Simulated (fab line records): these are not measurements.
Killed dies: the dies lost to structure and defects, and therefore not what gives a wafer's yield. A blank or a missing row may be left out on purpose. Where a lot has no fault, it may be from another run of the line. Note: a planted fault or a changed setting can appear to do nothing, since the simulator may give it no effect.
fab line records	flow n5_finfet
record lots=6	wafers=18	last_day=17
route steps=1938 shown SD_EPI_P@315 SD_ACTIVATION@330 BEOL_M4@1111 PASSIVATION@1936
lots that met no fault: taken from a fault-free run of the same line
start_h: the number of hours between the record's first day and the start of the first shown wafer of the lot	wait_h: hours from the lot's prior step to this one	" repeats the value in the row above	L1.1+2: several wafers, shown together as one row	- no value, or no start was given	* or withheld: withheld	< > ~ a bound
route shown NAME@n: a module of which the file shows steps, and the number in the route of the first	usual: average and standard deviation across the fault-free wafers	same: alike in all rows	chamber/n: place in a boat	sites: the reading at each site	_std_site: the standard deviation of these	_edge_site: inner sites' mean taken away from outer sites' mean	radius_mm: for every site, how far away it sits from the centre of the wafer	mask NAME#n: copy n	behind: the tool/chamber that last shaped the wafer	hold: cause of the lot's hold/its duration in hours/its outcome	device: whichever transistor did not switch (one of n, p or np)	end of line: the tests these same wafers got at the end of their route	for a step that has no rows: nothing shown but its recipe	killed: dies that structure and defects cost at the first sort, which is not the same as the wafer's yield	map: dies across one wafer; x = killed, . = not, _ = none there
set.NAME: the run value of the setting; set.NAME@STEP: its run value at that earlier step	model.NAME: the simulator's own value behind a step, which no gauge read
lots seen at some steps along the route; tables by step, rows by wafer
## steps
# step N5_SD_EPI_P_WET_ETCH_45
# recipe chemistry=dHF	dilution=withheld	time_s=10.7	target=SiO2	target_depth_a=20	temp_c=25	dry=ipa_marangoni	rinse_time_s=30	rinse_temp_c=23
# step N5_SD_EPI_P_STRIP_40
# recipe chemistry=N2/H2	power_w=1000	temp_c=250	h2_frac=0.65	overash_fraction=0.3	pressure_mtorr=withheld	n2_flow_sccm=1750	h2_flow_sccm=3250
# usual drypump_motor_current_A=5.5/0.5	heater_power_w=307/11	n2_flow_sccm=1751/5.2	oes_product_au=0.761/0.0094	temp_c=249.99/0.2
lot.wafer	tool	chamber	start_h	wait_h	drypump_motor_current_A	heater_power_w	n2_flow_sccm	oes_product_au	rf_hours_counter_h	temp_c
L577.3	plasma_asher-02	0	91.98	0.0	5.0	316	1751	0.772	-	250.10
L577.4	"	1	"	"	6.3	306	1750	0.764	-	249.59
L577.5	"	1	"	"	6.3	309	1746	0.756	-	249.53
L581.1	plasma_asher-01	1	114.39	0.0	5.4	293	1755	0.750	92	250.04
L581.2	"	0	"	"	5.2	322	1744	0.765	92	249.97
L581.6	"	0	"	"	5.2	312	1747	0.766	-	250.01
L587.1	plasma_asher-01	0	152.38	0.0	5.2	317	1749	0.778	100	249.95
L587.5	"	0	"	"	5.2	312	1751	0.752	-	249.99
L587.6	"	1	"	"	5.4	298	1751	0.759	-	249.84
L591.2	plasma_asher-01	0	175.27	0.0	5.2	323	1757	0.753	104	249.98
L591.4	"	1	"	"	5.4	297	1751	0.743	-	250.00
L591.6	"	0	"	"	5.2	316	1748	0.767	-	250.18
L592.1	plasma_asher-01	1	179.76	0.0	5.4	289	1747	0.746	105	249.96
L592.2	"	0	"	"	5.2	316	1749	0.741	105	250.08
L592.3	"	1	"	"	5.4	289	1743	0.776	-	249.83
L593.2	plasma_asher-01	0	187.75	0.0	5.2	322	1745	0.747	106	249.96
L593.3	"	1	"	"	5.4	290	1746	0.769	-	249.92
L593.5	"	0	"	"	5.2	309	1751	0.745	-	249.69
# step N5_SD_EPI_P_PRECLEAN_52
# recipe chemistry=O3/DIW	time_s=60	temp_c=22	o3_ppm=10
# step N5_SD_EPI_P_SRD_20
# recipe dry=ipa_marangoni	do_ppb=5	time_s=30	temp_c=23	rinse_liquid=diw
# step N5_SD_EPI_P_PRECLEAN_51
# recipe chemistry=NF3:NH3	afs_cycles=1	temp_c=30	time_s=20	sublimation_temp_c=180	sublimation_time_s=60	pressure_torr=3	rf_power_w=30
# step N5_SD_EPI_P_VAPOR_ETCH_44
# recipe chemistry=NF3/Ar	target=SiGe30	temp_c=25	time_s=3.3	mode=isotropic
# step N5_SD_EPI_P_EPI_21
# recipe material=SiGe:B	dopant=B	temp_c=550	pressure_torr=20	ambient=H2	time_s=355
# step N5_SD_EPI_P_EPI_MEAS_23
# recipe mode=xrd
# usual thk_nm=61.1/1.2
lot.wafer	tool	chamber	start_h	wait_h	thk_nm
L577.3	film_metro-01	-	96.64	2.0	60.2
L577.4	"	-	"	"	62.2
L577.5	"	-	"	"	59.4
L581.1	film_metro-01	-	117.23	1.8	59.5
L581.2	"	-	"	"	61.9
L581.6	"	-	"	"	63.3
L587.1	film_metro-02	-	155.94	2.4	61.7
L587.5	"	-	"	"	61.5
L587.6	"	-	"	"	59.0
L591.2	film_metro-01	-	178.82	2.0	61.8
L591.4	"	-	"	"	60.4
L591.6	"	-	"	"	59.4
L592.1	film_metro-01	-	182.47	1.8	61.3
L592.2	"	-	"	"	62.1
L592.3	"	-	"	"	63.1
L593.2	film_metro-01	-	192.44	2.6	62.4
L593.3	"	-	"	"	61.4
L593.5	"	-	"	"	62.6
# step N5_SD_EPI_P_HM_STRIP_48
# recipe chemistry=H3PO4	temp_c=160	material=SiNx	target=SiNx	target_depth_a=30	overetch_fraction=0.3
# step N5_SD_EPI_P_SRD_49
# recipe dry=ipa_marangoni	time_s=30	temp_c=23	rinse_liquid=diw
# step N5_SD_EPI_P_PRECLEAN_24
# recipe chemistry=O3/DIW	time_s=45	temp_c=22	o3_ppm=10
# step N5_SD_EPI_P_PRECLEAN_32
# recipe chemistry=dHF	time_s=10	dilution=500:1	temp_c=25
# step N5_SD_EPI_P_PRECLEAN_33
# recipe chemistry=SC2	time_s=45	temp_c=35	mix=1:1:50
# usual temp_c=35.01/0.11
# same time_s=45
lot.wafer	tool	chamber	start_h	wait_h	temp_c
L577.3	wet_bench-01	1	96.76	0.0	35.13
L577.4	"	6	"	"	35.14
L577.5	"	7	"	"	35.01
L581.1	wet_bench-05	1	117.35	0.0	35.11
L581.2	"	5	"	"	35.06
L581.6	"	3	"	"	34.84
L587.1	wet_bench-05	7	156.07	0.0	35.03
L587.5	"	6	"	"	34.99
L587.6	"	1	"	"	34.96
L591.2	wet_bench-05	7	178.95	0.0	34.91
L591.4	"	5	"	"	35.05
L591.6	"	1	"	"	35.01
L592.1	wet_bench-01	1	182.60	0.0	35.16
L592.2	"	0	"	"	35.17
L592.3	"	2	"	"	35.02
L593.2	wet_bench-01	4	192.57	0.0	34.86
L593.3	"	6	"	"	34.73
L593.5	"	3	"	"	34.95
# step N5_SD_EPI_P_SRD_25
# recipe time_s=30	temp_c=23	rinse_liquid=diw	dry=ipa_marangoni
# step N5_SD_EPI_P_INSPECT_26
# recipe inspect_instrument=darkfield	mode=post_epi
# usual raw_defect_count=178/39
lot.wafer	tool	chamber	start_h	wait_h	raw_defect_count
L577.3	defect_inspect-02	-	96.81	0.0	201
L577.4	"	-	"	"	208
L577.5	"	-	"	"	172
L581.1	defect_inspect-02	-	117.40	0.0	214
L581.2	"	-	"	"	143
L581.6	"	-	"	"	158
L587.1	defect_inspect-02	-	156.12	0.0	610
L587.5	"	-	"	"	580
L587.6	"	-	"	"	590
L591.2	defect_inspect-02	-	179.00	0.0	602
L591.4	"	-	"	"	605
L591.6	"	-	"	"	581
L592.1	defect_inspect-01	-	182.65	0.0	163
L592.2	"	-	"	"	169
L592.3	"	-	"	"	185
L593.2	defect_inspect-02	-	192.63	0.0	178
L593.3	"	-	"	"	161
L593.5	"	-	"	"	208
# step N5_SD_ACTIVATION_RTA_00
# recipe temp_c=975	time_s=0	ambient=N2	idle_temp_c=600	ramp_up_c_per_s=150	ramp_down_c_per_s=60	cool_to_c=600
# usual lamp_power_pct=8.97/0.053	wafer_temp_C_max=974.9/2
# same time_s=0
lot.wafer	tool	chamber	start_h	wait_h	lamp_power_pct	wafer_temp_C_max
L577.3	rtp_anneal-01	0	96.90	0.1	9.00	972.0
L577.4	"	0	"	"	8.98	977.6
L577.5	"	0	"	"	8.92	974.0
L581.1	rtp_anneal-02	0	117.45	0.1	9.00	974.2
L581.2	"	0	"	"	8.86	978.1
L581.6	"	0	"	"	8.96	973.7
L587.1	rtp_anneal-01	0	156.15	0.0	9.02	975.9
L587.5	"	0	"	"	9.04	973.1
L587.6	"	0	"	"	8.95	972.5
L591.2	rtp_anneal-01	0	179.25	0.2	8.92	975.5
L591.4	"	0	"	"	8.95	972.4
L591.6	"	0	"	"	8.96	975.0
L592.1	rtp_anneal-01	0	182.68	0.0	8.98	974.6
L592.2	"	0	"	"	9.02	972.6
L592.3	"	0	"	"	8.98	974.8
L593.2	rtp_anneal-02	0	192.68	0.1	8.97	973.1
L593.3	"	0	"	"	9.01	972.7
L593.5	"	0	"	"	8.97	975.1
# step N5_BEOL_M4_RC_MEAS_101
# usual DIBL_N=36.6/1.8	DIBL_P=37.1/2.1	IOFF_N=0.17/0.033	IOFF_P=0.23/0.039	ION_N=681/13	ION_P=467/8.7	SS_N=71.6/0.59	SS_P=73.4/0.63	VT_N=249/3.4	VT_P=-249/3.7
lot.wafer	tool	chamber	start_h	wait_h	DIBL_N[mV/V]	DIBL_P[mV/V]	IOFF_N[nA/um]	IOFF_P[nA/um]	ION_N[uA/um]	ION_P[uA/um]	SS_N[mV/dec]	SS_P[mV/dec]	VT_N[mV]	VT_P[mV]
L577.3	prober-02	0	216.18	0.3	38.0	38.5	0.19	0.21	675	458	71.3	73.7	248	-250
L577.4	"	0	"	"	34.2	35.2	0.13	0.17	673	464	70.1	72.6	253	-254
L577.5	"	0	"	"	37.5	38.6	0.18	0.21	688	467	70.8	73.4	247	-250
L581.1	prober-01	0	222.40	0.0	36.0	34.2	0.15	0.19	668	458	71.8	72.8	253	-252
L581.2	"	0	"	"	40.0	39.8	0.23	0.28	689	463	72.9	74.4	245	-247
L581.6	"	0	"	"	40.2	40.0	0.25	0.30	690	469	72.7	74.5	244	-248
L587.1	prober-02	0	268.89	0.0	34.6	33.9	0.14	0.20	687	470	71.2	73.0	253	-252
L587.5	"	0	"	"	35.7	34.9	0.14	0.20	679	467	72.6	72.8	253	-248
L587.6	"	0	"	"	36.4	36.2	0.17	0.23	682	471	72.1	73.9	249	-249
L591.2	prober-02	0	291.31	0.2	36.6	37.9	0.16	0.27	672	473	71.5	73.5	251	-244
L591.4	"	0	"	"	36.2	36.4	0.16	0.25	689	479	72.0	72.4	249	-244
L591.6	"	0	"	"	37.1	38.6	0.18	0.28	678	472	71.1	73.1	248	-243
L592.1	prober-01	0	291.62	0.0	37.0	37.2	0.18	0.25	686	471	71.2	73.0	247	-247
L592.2	"	0	"	"	38.1	37.8	0.20	0.26	680	467	72.1	73.7	246	-248
L592.3	"	0	"	"	38.9	39.1	0.21	0.28	694	477	72.4	73.8	244	-246
L593.2	prober-02	0	294.39	0.2	34.4	36.0	0.16	0.26	693	482	70.8	73.6	247	-243
L593.3	"	0	"	"	34.7	35.6	0.16	0.24	677	473	70.9	72.2	248	-245
L593.5	"	0	"	"	33.3	34.8	0.14	0.23	684	478	71.4	72.4	249	-243
# step N5_PASSIVATION_PROBE_49
# usual defect_limited_yield=91.1/1.4	killed_at_M0_to_M3=32/9.4	killed_at_M4_up=14/5.1	killed_at_contacts=11/5.5	killed_at_front_end=44/13	killed_at_other=4/3.2	killed_dies=104/16	killed_open=70/12	killed_short=33/7.8	sort_bin_5_function=5.1/0.91	sort_bin_6_memory=3.4/0.63	sort_bin_8_speed=0.00/0.014	sort_n_pass=1075/16
# same gross_dies=1180	killed_at_back_side=0	sort_bin_4_leakage[%]=0
lot.wafer	tool	chamber	start_h	wait_h	defect_limited_yield[%]	killed_at_M0_to_M3	killed_at_M4_up	killed_at_contacts	killed_at_front_end	killed_at_other	killed_dies	killed_open	killed_short	sort_bin_5_function[%]	sort_bin_6_memory[%]	sort_bin_8_speed[%]	sort_n_pass
L577.3	prober-02	-	315.18	0.1	91.3	29	20	14	36	4	103	72	31	4.4	3.9	0	1077
L577.4	prober-02	-	315.23	0.2	90.7	31	32	10	34	3	110	72	36	5.3	3.6	0	1070
L577.5	prober-02	-	315.28	0.2	92.9	23	13	17	27	4	84	62	22	4.1	2.9	0	1096
L581.1	prober-02	-	331.72	0.0	91.5	41	5	3	41	10	100	69	31	4.9	3.2	0	1080
L581.2	prober-02	-	331.77	0.1	91.5	35	8	5	48	4	100	81	19	5.3	2.9	0	1080
L581.6	prober-02	-	331.97	0.3	92.2	33	14	5	37	3	92	62	29	3.7	3.6	0	1088
L587.1	prober-02	-	380.88	0.0	81.7	34	18	10	152	2	216	61	36	13.1	3.5	0	964
L587.5	prober-02	-	381.08	0.2	88.2	37	10	9	79	4	139	59	38	6.6	3.9	0	1041
L587.6	prober-02	-	381.13	0.3	83.1	28	18	8	136	9	199	63	34	10.9	3.8	0	981
L592.1	prober-01	-	390.58	0.0	93.1	24	13	8	37	0	82	50	31	3.8	2.9	0	1098
L592.2	prober-01	-	390.63	0.1	91.9	26	14	8	46	2	96	60	31	4.3	3.1	0	1084
L592.3	prober-01	-	390.68	0.1	90.1	25	15	10	63	4	117	71	46	5.7	3.9	0	1063
L591.2	prober-02	-	396.06	0.1	85.1	20	11	11	134	0	176	50	20	9.1	3.8	0	1004
L591.4	prober-02	-	396.16	0.2	90.1	31	13	3	69	1	117	66	15	5.6	3.6	0	1063
L591.6	prober-02	-	396.26	0.3	84.7	27	6	15	131	1	180	52	36	10.6	3.5	0	1000
# killed by level:class
L577.3 STI_FIN_REVEAL:geometric_particle:open=14 MOL_CONTACT_COAG:geometric_particle:open=9 BEOL_M4:geometric_particle:open=9 BEOL_M2:geometric_particle:open=8 DUMMY_GATE:geometric_particle:open=6 BEOL_M1:geometric_particle:open=6 MOL_CONTACT_COAG:geometric_particle:short=5 BEOL_M0_SAQP:geometric_particle:short=4
L577.4 BEOL_M4:geometric_particle:open=22 FIN_SAQP:geometric_particle:open=12 STI_FIN_REVEAL:geometric_particle:open=7 BEOL_M0_SAQP:geometric_particle:short=7 MOL_CONTACT_COAG:geometric_particle:open=6 BEOL_M0_SAQP:geometric_particle:open=6 BEOL_M1:geometric_particle:open=6 BEOL_M1:geometric_particle:short=5
L577.5 MOL_CONTACT_COAG:geometric_particle:open=12 STI_FIN_REVEAL:geometric_particle:open=9 FIN_SAQP:geometric_particle:open=7 BEOL_M4:geometric_particle:open=7 BEOL_M3:geometric_particle:open=6 DUMMY_GATE:geometric_particle:open=5 MOL_CONTACT_COAG:geometric_particle:short=5 BEOL_M0_SAQP:geometric_particle:short=5
L581.1 BEOL_M3:geometric_particle:open=15 FIN_SAQP:geometric_particle:short=11 DUMMY_GATE:geometric_particle:open=9 BEOL_M2:geometric_particle:open=9 FIN_SAQP:geometric_particle:open=6 BEOL_M1:geometric_particle:open=5 BEOL_M4:geometric_particle:open=5 BEOL_M0_SAQP:geometric_particle:open=4
L581.2 BEOL_M1:geometric_particle:open=16 STI_FIN_REVEAL:geometric_particle:open=13 FIN_SAQP:geometric_particle:open=12 BEOL_M3:geometric_particle:open=8 FIN_SAQP:geometric_particle:short=5 GATE_CUT:geometric_particle:open=5 STARTING-WAFER:geometric_particle:open=5 MOL_CONTACT_COAG:geometric_particle:open=4
L581.6 STI_FIN_REVEAL:geometric_particle:open=12 BEOL_M0_SAQP:geometric_particle:short=9 FIN_SAQP:geometric_particle:open=7 FIN_SAQP:geometric_particle:short=6 BEOL_M1:geometric_particle:open=5 BEOL_M3:geometric_particle:open=5 BEOL_M5:geometric_particle:open=5 BEOL_M0:geometric_particle:open=4
L587.1 SD_EPI_P:unspecified=118 FIN_SAQP:geometric_particle:short=9 BEOL_M0_SAQP:geometric_particle:short=8 BEOL_M0_SAQP:geometric_particle:open=8 BEOL_M1:geometric_particle:open=8 BEOL_M5:geometric_particle:open=8 MOL_CONTACT_COAG:geometric_particle:open=7 FIN_SAQP:geometric_particle:open=5
L587.5 SD_EPI_P:unspecified=42 BEOL_M3:geometric_particle:open=14 BEOL_M1:geometric_particle:open=13 GATE_CUT:geometric_particle:short=7 MOL_CONTACT_COAG:geometric_particle:open=7 STI_FIN_REVEAL:geometric_particle:open=6 FIN_SAQP:geometric_particle:short=5 STARTING-WAFER:geometric_particle:short=5
L587.6 SD_EPI_P:unspecified=100 BEOL_M3:geometric_particle:open=9 BEOL_M4:geometric_particle:open=9 MOL_CONTACT_COAG:geometric_particle:open=8 GATE_CUT:geometric_particle:open=7 GATE_CUT:geometric_particle:short=7 MIM_TOP:geometric_particle:short=7 BEOL_M0_SAQP:geometric_particle:open=5
L592.1 GATE_CUT:geometric_particle:short=7 MOL_CONTACT_COAG:geometric_particle:open=7 STI_FIN_REVEAL:geometric_particle:open=6 BEOL_M4:geometric_particle:open=6 FIN_SAQP:geometric_particle:short=5 BEOL_M3:geometric_particle:open=5 GATE_CUT:geometric_particle:open=4 BEOL_M0_SAQP:geometric_particle:open=4
L592.2 STI_FIN_REVEAL:geometric_particle:open=12 BEOL_M3:geometric_particle:open=7 BEOL_M2:geometric_particle:open=7 FIN_SAQP:geometric_particle:short=6 BEOL_M4:geometric_particle:open=6 FIN_SAQP:geometric_particle:open=5 GATE_CUT:geometric_particle:open=5 MOL_CONTACT_COAG:geometric_particle:open=5
L592.3 GATE_CUT:geometric_particle:short=17 FIN_SAQP:geometric_particle:short=9 MOL_CONTACT_COAG:geometric_particle:open=9 STI_FIN_REVEAL:geometric_particle:open=8 BEOL_M4:geometric_particle:open=8 BEOL_M1:geometric_particle:open=7 FIN_SAQP:geometric_particle:open=6 GATE_CUT:geometric_particle:open=6
L591.2 SD_EPI_P:unspecified=106 MOL_CONTACT_COAG:geometric_particle:open=10 FIN_SAQP:geometric_particle:open=8 FIN_SAQP:geometric_particle:short=6 BEOL_M1:geometric_particle:open=6 ILD0:geometric_particle:short=4 BEOL_M0_SAQP:geometric_particle:open=4 BEOL_M4:geometric_particle:open=4
L591.4 SD_EPI_P:unspecified=35 FIN_SAQP:geometric_particle:open=12 BEOL_M2:geometric_particle:open=9 BEOL_M0_SAQP:geometric_particle:open=9 BEOL_M4:geometric_particle:open=6 BEOL_M3:geometric_particle:open=6 FIN_SAQP:geometric_particle:short=5 DUMMY_GATE:geometric_particle:open=5
L591.6 SD_EPI_P:unspecified=92 FIN_SAQP:geometric_particle:short=12 MOL_CONTACT_COAG:geometric_particle:open=12 FIN_SAQP:geometric_particle:open=7 BEOL_M3:geometric_particle:open=7 STI_FIN_REVEAL:geometric_particle:open=4 DUMMY_GATE:geometric_particle:short=4 BEOL_M0_SAQP:geometric_particle:open=4
# map L587.1 (x killed, . not)
_________________............________________
______________x..xx.....x.x....._____________
___________....xx..................__________
__________....xx.x.x................_________
________.....xxxxxxxxx..........x....._______
_______...xxxxxxxxxxxx.x...............______
______...xxxxxxxxxxxxxx..x.x.......x...._____
_____x.x...xxxxxxxxxxxx.x.......x....x...____
____....xx.xxxxxxxxxxxx...................___
___........xxxxxxxxxxxxx.x.x...............__
___.......xxxxxxxxxxxxx.x.......x.x........__
__x.......x.xxxxxxxxxx............xx........_
__....xxx.....xxxxxxx.xx...................._
_...x..xx....xxxx.xx.............x.........x.
_...........x......xx......x.................
_................xx.......x.....xx.....x.....
_...........x.......x.....x....xx............
_.................x..................x....x..
_............................................
_..........x.......x.....x...xx...x..........
_.x.............x..................x.........
__.................x........x.......xx......_
__................x........x.....x.........._
___..x...........x.........................__
___...............x.x..........x...........__
____....................x................x___
_____.x...x................x.x..........x____
______.x...x....x..xx....x.x.....x......_____
_______.............x..................______
________........x....x................_______
__________.................x........_________
___________......x......x.x.x.....x__________
______________........x.x......x_____________
_________________............________________
# map L591.6 (x killed, . not)
_________________......x.xxxx________________
______________..x..xx..x.xxxxxxx_____________
___________....x......xxxxxxxxxxxx.__________
__________............xxxxxxxxxxx.x._________
________.......x....x.xxxxxxxxxxx.xx.._______
_______................xxxxxxxxxxx.....______
______..............x.x..xxxxxxxxx.x...._____
_____..........x.........xxxxxxx.........____
____............x.x..x..xxxxxxx...x.....x.___
___.....x...............xxx.x..x....xxx....__
___....x...............x...x.xx..x.........__
__........................x.x.x......x.x...._
__..x.x................xx................x.._
_...x.....x..................................
_.......x................................xx..
_............x......x..........x.......x.....
_..............x.x..x........................
_...........xx...................x........xx.
_..x........x......x.................x....x..
_.......x.......x...x.........x.x............
_............................................
__.....x.............................x......_
__..........x............x....x............._
___...x.................x...........x......__
___.....x............x...x.......x...x...xx__
____.......x............................x.___
_____.......xx...........................____
______.......................x...x......_____
_______.....................x.x........______
________..........x..................._______
__________..............x..........._________
___________........................__________
______________...x.....x...x...._____________
_________________.......x....________________
## key
first_sign step=N5_SD_EPI_P_INSPECT_26	reading=raw_defect_count	direction=up	sigmas=11	usual=178	struck=595
effect step=N5_PASSIVATION_PROBE_49	reading=killed_at_front_end	direction=up	sigmas=5.6	usual=44	struck=117
more_kills_born_at N5_SD_EPI_P_PRECLEAN_33@wet_bench-05=493
met_at N5_SD_EPI_P_PRECLEAN_33
struck_wafers L587.1,L587.5,L587.6,L591.2,L591.4,L591.6
onset_between 117.35 156.07
fault kind=chamber_particle_source	tool=wet_bench-05	chamber=-	onset_h=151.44	steps=N5_SD_EPI_P_PRECLEAN_33	rate_per_visit_cm2=0.65824	end_h=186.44
